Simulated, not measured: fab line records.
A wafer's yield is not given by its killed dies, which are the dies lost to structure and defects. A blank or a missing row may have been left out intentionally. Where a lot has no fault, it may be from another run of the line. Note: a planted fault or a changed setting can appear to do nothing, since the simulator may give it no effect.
Split-lot experiment    flow n5_finfet    39 wafers read from 7 lots, route of 1938 steps

== THE SPLIT ==
At N5_FIN_CUT_ETCH_21 (etches SOC in N2/H2, target depth 219 nm, overetch 43.8 nm, time 523.5 s), the setting time_s was moved away from the recipe's 523.5 s on 9 of the 39 wafers read, by -10.2% to +9.5%. All remaining wafers had this setting at the recipe value.

The split's own step is where the reading is taken.

== THE READING ==
SiARC_of_FIN_CUT_COAT_19.thk_nm (the simulator's own value, which no gauge read), in nm, at N5_FIN_CUT_ETCH_21 (etches SOC in N2/H2, target depth 219 nm, overetch 43.8 nm, time 523.5 s). The file does not state a usual value for it. Here, 30 wafers ran the recipe; their average is 11.9 nm with a standard deviation of 0.11 nm.

wafer   tool, chamber at the split  time_s as run, s  against the recipe  SiARC_of_FIN_CUT_COAT_19.thk_nm, nm  against lot-mates on the recipe
L076.1  rie_diel-05, 3              573.2             +9.5%               11                                   -0.9
L076.2  rie_diel-05, 0,1            523.5             recipe              12                                   -
L076.3  rie_diel-05, 0,1            523.5             recipe              12                                   -
L076.4  rie_diel-05, 1,0            573.2             +9.5%               11.2                                 -0.7
L076.6  rie_diel-05, 1,0            573.2             +9.5%               11.2                                 -0.7
L076.5  rie_diel-05, 3              523.5             recipe              11.8                                 -
L077.1  rie_diel-05, 0,1,0,1        523.5             recipe              12                                   -
L077.2  rie_diel-05, 0,1,0,1        523.5             recipe              12                                   -
L077.5  rie_diel-05, 0,1,0,1        523.5             recipe              12                                   -
L077.6  rie_diel-05, 0,1,0,1        523.5             recipe              12                                   -
L077.3  rie_diel-05, 3              523.5             recipe              11.8                                 -
L077.4  rie_diel-05, 3              523.5             recipe              11.8                                 -
L079.1  rie_diel-03, 2,0,2          523.5             recipe              11.8                                 -
L079.4  rie_diel-03, 2,0,2          523.5             recipe              11.8                                 -
L079.5  rie_diel-03, 2,0,2          523.5             recipe              11.8                                 -
L079.2  rie_diel-03, 0,1,1          523.5             recipe              12                                   -
L079.3  rie_diel-03, 0,1,1          523.5             recipe              12                                   -
L079.6  rie_diel-03, 0,1,1          523.5             recipe              12                                   -
L087.2  rie_diel-03, 3,2,3          523.5             recipe              11.8                                 -
L087.3  rie_diel-03, 3,2,3          523.5             recipe              11.8                                 -
L087.6  rie_diel-03, 3,2,3          523.5             recipe              11.8                                 -
L088.1  rie_diel-01, 1              523.5             recipe              12                                   -
L088.2  rie_diel-01, 0,2,3,1,0      523.5             recipe              11.8                                 -
L088.3  rie_diel-01, 0,2,3,1,0      523.5             recipe              11.8                                 -
L088.4  rie_diel-01, 0,2,3,1,0      523.5             recipe              11.8                                 -
L088.5  rie_diel-01, 0,2,3,1,0      523.5             recipe              11.8                                 -
L088.6  rie_diel-01, 0,2,3,1,0      523.5             recipe              11.8                                 -
L092.1  rie_diel-05, 1,3,1          523.5             recipe              11.8                                 -
L092.2  rie_diel-05, 1,3,1          523.5             recipe              11.8                                 -
L092.6  rie_diel-05, 1,3,1          523.5             recipe              11.8                                 -
L092.3  rie_diel-05, 0              470.1             -10.2%              12.8                                 +1.0
L092.5  rie_diel-05, 0              470.1             -10.2%              12.8                                 +1.0
L092.4  rie_diel-05, 3              470.1             -10.2%              12.6                                 +0.8
L095.1  rie_diel-05, 1,0            474.8             -9.3%               12.6                                 +0.9
L095.4  rie_diel-05, 1,0            474.8             -9.3%               12.6                                 +0.9
L095.2  rie_diel-05, 3              523.5             recipe              11.8                                 -
L095.5  rie_diel-05, 3              523.5             recipe              11.8                                 -
L095.3  rie_diel-05, 2              474.8             -9.3%               12.4                                 +0.7
L095.6  rie_diel-05, 2              523.5             recipe              11.6                                 -
If several chambers appear in one row, that row covers several wafers at once and the file leaves open which wafer was in which chamber.

THE FIT
A straight line over all 39 wafers: SiARC_of_FIN_CUT_COAT_19.thk_nm changes by -0.0785 nm for each +1% of time_s; r = -0.96; the points scatter about the line by 0.11 nm.
The same after taking each lot's own level away (the mean of its wafers on the recipe; 39 wafers): -0.0873 nm for each +1%; r = -0.98; scatter 0.088 nm.
The reading moves by 0.89 nm for the largest change in time_s, on that fit.
The span of the lots' own levels, 11.73 to 11.93 nm, comes to 1.9 times the standard deviation stated above.
Hence the slope depends on the lot-to-lot level, as the two fits are not the same.
Check: for one of the wafers moved furthest among these (-10.2%), held out of the fit, the line's prediction against its lot-mates is +0.879 nm. Against them it came out at +1 nm.

== FILE'S OWN FIT ==
SiARC_of_FIN_CUT_COAT_19.thk_nm changes by -0.0875 nm for each +1% of time_s, r = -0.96.
